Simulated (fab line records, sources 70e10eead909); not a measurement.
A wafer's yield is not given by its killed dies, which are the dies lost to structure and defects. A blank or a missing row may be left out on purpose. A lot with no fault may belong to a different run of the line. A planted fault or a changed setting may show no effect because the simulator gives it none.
A struck lot beside a sound one || flow nand harc || 15 steps out of a route of 1302
Sound: the wafers L867.2, L867.3, L867.6. Struck: wafers L858.1, L858.4 (left out: L858.5, a lot-mate that was not struck); the cause follows at the end.
Per side, at each step with rows, come the tool, then ch with its chambers, and then its first start. Under that, the readings that differ: sound wafers || struck wafers || difference of the means || sigmas: that difference in standard deviations of wafers without a fault.
alike: readings with means less than 2 such deviations apart, plus words and numbers identical on both sides. not compared: withheld readings, readings lacking a value on some wafer, bounds such as >300 that could conceal the same value, and numbers that have no deviation in the record and whose values overlap.
A row with sigmas, a row that says differs or no value, or rows on one side alone: a step with any of these is where the two part. When numbers do not overlap yet have no deviation, they are printed without sigmas and do not part them. A reading missing from all wafers of one side parts the sides only when that side holds two or more wafers.

first, 2 steps without rows for these wafers: NHARC_A_CONTACT_STRIP_104 (strips in CF4/CHF3); NHARC_A_CONTACT_STRIP_105 (strips in O2/COS).
NHARC_A_CONTACT_ETCH_106: etches the open film in CF4/O2, target depth 90 nm, overetch 9 nm, time 49.5 s.
  sound on rie diel-02 ch 0,1, day 29 14:04; struck on rie diel-02 ch 1,2, day 26 02:31
  alike: cf4 flow sccm, drypump motor current A, oes_f_703_au, oes product au, rf vpp V, showerhead plenum p Torr, throttle valve pct
  not compared: rf hours counter h
NHARC_A_CONTACT_STRIP_82: strips in O2.
  sound on rie diel-02 ch 0,2,3; struck on rie diel-02 ch 0,1
  alike: drypump motor current A, oes product au, rf vpp V, showerhead plenum p Torr, throttle valve pct
  not compared: rf hours counter h
then, 1 step without rows for these wafers: NHARC_A_CONTACT_STRIP_83 (strips in post etch residue remover, time 600 s).
NHARC_A_CONTACT_DEP_84: deposits aC, target thk 2800 nm.
  sound on acl dep-02 ch 0, day 29 15:01; struck on acl dep-03 ch 0, day 26 03:11
  alike: throttle valve pct
NHARC_A_CONTACT_DEP_85: deposits SiON, target thk 60 nm.
  sound on pecvd-04 ch 0,1,2, day 29 16:28; struck on pecvd-01 ch 1,2, day 26 04:58
  alike: heater power w
then, 5 steps without rows for these wafers: NHARC_A_CONTACT_DEHYDRATE_00 (time 120 s); NHARC_A_CONTACT_HMDS_01 (time 30 s); NHARC_A_CONTACT_COAT_86 (time 75 s); NHARC_A_CONTACT_COAT_87 (time 65 s); NHARC_A_CONTACT_COAT_02 (resist thk 90 nm).
NHARC_A_CONTACT_SOFTBAKE_03: time 55 s.
  sound on litho track-01 ch 0, day 29 16:00; struck on litho track-04 ch 0, day 26 05:00
{"reading": "heater power total W (W)", "sound": "188.40 188.57 188.73", "struck": "322.99 323.18", "difference": "+134.52", "sigmas": "+99 or more"}
after that, 1 step had no rows for these wafers: NHARC_A_CONTACT_EBR_04.
-- record jumps: 2 days between struck wafers' starts before vs after; left off in module A_CONTACT, resumes in module END, first step shown is number 1302 of the route --
NHARC_END_SORT_01:
  sound on prober-02 ch 0, day 31 19:13; struck on prober-01 ch 0, day 28 09:53
{"reading": "killed at periphery", "sound": "6 13 3", "struck": "0 4", "difference": -5, "sigmas": -2}
{"reading": "killed open", "sound": "2 1 2", "struck": "3 8", "difference": "+4", "sigmas": "+2"}
  alike: killed at array, killed at other, killed dies, killed short

== WHERE THEY PART ==
Earliest at NHARC_A_CONTACT_SOFTBAKE_03; latest, in this record, at NHARC_END_SORT_01.

WHY: the cause the simulator had injected
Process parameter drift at NHARC_A_CONTACT_SOFTBAKE_03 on litho track-04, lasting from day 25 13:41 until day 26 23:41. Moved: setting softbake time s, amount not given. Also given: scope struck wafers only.
